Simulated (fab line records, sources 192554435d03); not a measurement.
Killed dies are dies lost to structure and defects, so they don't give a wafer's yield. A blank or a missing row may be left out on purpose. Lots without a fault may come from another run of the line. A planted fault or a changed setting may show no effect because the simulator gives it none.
Split-lot experiment | flow n5_finfet | 7 lots, 39 wafers read, on a route of 1938 steps

THE SPLIT
At N5_BEOL_M0_CUTY_DESCUM_61 (chemistry O2, time 7.9 s), the setting time_s was moved away from the recipe's 7.9 s on 9 of the 39 wafers read, by -21.1% to +39.9%. The other wafers ran this setting at the recipe's value.

The file shows no step between the split and the reading.

THE READING
CAR-ArF-block_of_BEOL_M0_CUTY_COAT_51.thk_nm (the simulator's own value, which no gauge read), in nm, at N5_BEOL_M0_CUTY_ETCH_62 (etches SiARC in CF4, time 58.5 s). The file gives no usual value for it. The 30 wafers here that ran the recipe average 118.6 nm, standard deviation 0.48 nm.

wafer  | tool, chamber at the split | time_s as run, s | against the recipe | CAR-ArF-block_of_BEOL_M0_CUTY_COAT_51.thk_nm, nm | against lot-mates on the recipe
L074.1 | rie_diel-02, 1             | 10.64            | +34.7%             | 116.8                                            | -1.3
L074.2 | rie_diel-02, 2             | 7.9              | recipe             | 118.2                                            | -
L074.3 | rie_diel-02, 0,3           | 7.9              | recipe             | 118                                              | -
L074.4 | rie_diel-02, 0,3           | 7.9              | recipe             | 118                                              | -
L074.5 | rie_diel-02, 3             | 10.64            | +34.7%             | 117.2                                            | -0.9
L074.6 | rie_diel-02, 0             | 10.64            | +34.7%             | 116.4                                            | -1.7
L076.1 | rie_diel-04, 1,0,1         | 7.9              | recipe             | 118.2                                            | -
L076.2 | rie_diel-04, 1,0,1         | 7.9              | recipe             | 118.2                                            | -
L076.3 | rie_diel-04, 3,2           | 7.9              | recipe             | 118                                              | -
L076.4 | rie_diel-04, 3,2           | 7.9              | recipe             | 118                                              | -
L076.6 | rie_diel-04, 1,0,1         | 7.9              | recipe             | 118                                              | -
L076.5 | rie_diel-04, 2             | 7.9              | recipe             | 118.6                                            | -
L077.1 | rie_diel-06, 0             | 7.9              | recipe             | 118.4                                            | -
L077.2 | rie_diel-06, 2,1,0,2,1     | 7.9              | recipe             | 118.8                                            | -
L077.3 | rie_diel-06, 2,1,0,2,1     | 7.9              | recipe             | 119                                              | -
L077.4 | rie_diel-06, 2,1,0,2,1     | 7.9              | recipe             | 119                                              | -
L077.5 | rie_diel-06, 2,1,0,2,1     | 7.9              | recipe             | 119                                              | -
L077.6 | rie_diel-06, 2,1,0,2,1     | 7.9              | recipe             | 119                                              | -
L082.1 | rie_diel-02, 2             | 7.9              | recipe             | 118.2                                            | -
L082.2 | rie_diel-02, 3,2           | 7.9              | recipe             | 118.8                                            | -
L082.5 | rie_diel-02, 3,2           | 7.9              | recipe             | 118.8                                            | -
L082.6 | rie_diel-02, 0,3           | 7.9              | recipe             | 118.8                                            | -
L082.3 | rie_diel-02, 0,3           | 7.9              | recipe             | 119                                              | -
L082.4 | rie_diel-02, 0             | 7.9              | recipe             | 119.2                                            | -
L085.1 | rie_diel-06, 2             | 7.9              | recipe             | 118.2                                            | -
L085.2 | rie_diel-06, 0             | 7.9              | recipe             | 118.6                                            | -
L085.3 | rie_diel-06, 1             | 11.05            | +39.9%             | 116.6                                            | -1.8
L085.4 | rie_diel-06, 1             | 11.05            | +39.9%             | 116.8                                            | -1.6
L085.5 | rie_diel-06, 2             | 11.05            | +39.9%             | 116.2                                            | -2.2
L085.6 | rie_diel-06, 0             | 7.9              | recipe             | 118.4                                            | -
L088.2 | rie_diel-06, 0,2,0         | 7.9              | recipe             | 119.4                                            | -
L088.3 | rie_diel-06, 0,2,0         | 7.9              | recipe             | 119.4                                            | -
L088.6 | rie_diel-06, 0,2,0         | 7.9              | recipe             | 119.4                                            | -
L093.1 | rie_diel-06, 1             | 7.9              | recipe             | 117.8                                            | -
L093.2 | rie_diel-06, 0             | 7.9              | recipe             | 118                                              | -
L093.3 | rie_diel-06, 3             | 6.23             | -21.1%             | 119.8                                            | +1.7
L093.4 | rie_diel-06, 2             | 7.9              | recipe             | 118.4                                            | -
L093.5 | rie_diel-06, 3,0           | 6.23             | -21.1%             | 119.2                                            | +1.1
L093.6 | rie_diel-06, 3,0           | 6.23             | -21.1%             | 119.4                                            | +1.3
Where a row lists several chambers, the file gives one row for several wafers and doesn't say which wafer went through which chamber.

THE FIT
A straight line over all 39 wafers: CAR-ArF-block_of_BEOL_M0_CUTY_COAT_51.thk_nm changes by -0.0494 nm for each +1% of time_s; r = -0.86; the points scatter about the line by 0.46 nm.
The same after taking each lot's own level away (the mean of its wafers on the recipe; 39 wafers): -0.0466 nm for each +1%; r = -0.93; scatter 0.28 nm.
On that fit, the largest move of time_s shifts the reading by 1.9 nm.
The lots' own levels span 118.07 to 119.40 nm, that is 2.8 times the standard deviation above.
So the lot-to-lot level changes the slope little: the two slopes agree.
Check: with one of the wafers moved furthest among these (+39.9%) left out of the fit, the line predicts -1.8 nm for it against its lot-mates. It came out at -1.8 nm against them.

OTHER SPLITS ON THESE WAFERS
These wafers also went through other splits before the reading. Each is held against what the fit with the lots' levels taken away leaves over:
other split on the same wafers | wafers away from the commonest value | r with CAR-ArF-block_of_BEOL_M0_CUTY_COAT_51.thk_nm (lot level and that fit taken away)
N5_SD_EPI_N_EPI_21 time_s      | 15                                   | +0.11
N5_GATE_CUT_ALD_22 ald_cycles  | 15                                   | +0.20

THE WHOLE CHAIN: every reading that the file lists as answering this split, in the file's order
step                      | what it does                     | reading                                                                                       | change (the file's fit)                | r (the file's)
N5_BEOL_M0_CUTY_DESCUM_61 | chemistry O2, time 7.9 s         | CAR-ArF-block_of_BEOL_M0_CUTY_COAT_51.thk_nm (the simulator's own value, which no gauge read) | -0.0473 nm for each +1% of the setting | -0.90
N5_BEOL_M0_CUTY_ETCH_62   | etches SiARC in CF4, time 58.5 s | CAR-ArF-block_of_BEOL_M0_CUTY_COAT_51.thk_nm (the simulator's own value, which no gauge read) | -0.0457 nm for each +1% of the setting | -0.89

THE FILE'S OWN FIT
CAR-ArF-block_of_BEOL_M0_CUTY_COAT_51.thk_nm changes by -0.0457 nm for each +1% of time_s, r = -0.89.
